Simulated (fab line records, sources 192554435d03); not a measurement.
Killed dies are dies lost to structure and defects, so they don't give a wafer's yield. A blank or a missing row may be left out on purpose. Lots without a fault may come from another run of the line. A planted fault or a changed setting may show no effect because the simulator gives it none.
Chamber matching | flow n5_finfet | N5_BEOL_M4_ETCH_74 on rie_diel-03: 4 sister chambers
The step etches underlayer in N2/H2, target depth 6.5 nm, time 5.2 s. 8 wafers are shown with their chamber, then 10 later ones without.

WAFERS WITH THEIR CHAMBER
wafer  | chamber | drypump_motor_current_A (A) | showerhead_plenum_p_Torr (Torr)
L076.5 | 3       | 5.9                         | 2.44
L084.1 | 1       | 6.4                         | 2.49
L084.4 | 0       | 5.0                         | 2.49
L085.1 | 2       | 5.5                         | 2.65
L085.4 | 1       | 6.4                         | 2.49
L085.6 | 2       | 5.5                         | 2.65
L090.1 | 0       | 5.1                         | 2.49
L090.2 | 3       | 5.9                         | 2.43

WAFERS WITHOUT THEIR CHAMBER
wafer  | drypump_motor_current_A (A) | showerhead_plenum_p_Torr (Torr)
L090.3 | 6.3                         | 2.49
L091.1 | 5.9                         | 2.42
L091.4 | 5.0                         | 2.49
L091.6 | 5.5                         | 2.64
L093.3 | 5.5                         | 2.64
L093.4 | 5.1                         | 2.48
L093.6 | 5.5                         | 2.64
L097.1 | 5.9                         | 2.42
L097.4 | 5.5                         | 2.63
L097.6 | 5.5                         | 2.63

WHICH CHAMBER EACH WENT THROUGH
wafer  | from the rows above | in truth
L090.3 | 1                   | 1
L091.1 | 3                   | 3
L091.4 | 0                   | 0
L091.6 | 2                   | 2
L093.3 | 2                   | 2
L093.4 | 0                   | 0
L093.6 | 2                   | 2
L097.1 | 3                   | 3
L097.4 | 2                   | 2
L097.6 | 2                   | 2
Placed correctly: 10 of 10. Can't be placed from these rows: 0. Placed wrongly: 0.
How it was worked out, from the rows above alone: a wafer's distance from a chamber is the root of the sum, over the readings, of the square of ((its reading less the chamber's mean) divided by the reading's scatter). The wafer belongs to the nearest chamber; if the next one is less than 2 further off, it can't be placed. A chamber's mean is the mean of its shown wafers. The scatter: the root of (the sum of the squares of (reading less its chamber's mean) over the shown wafers, divided by (wafers less chambers)).
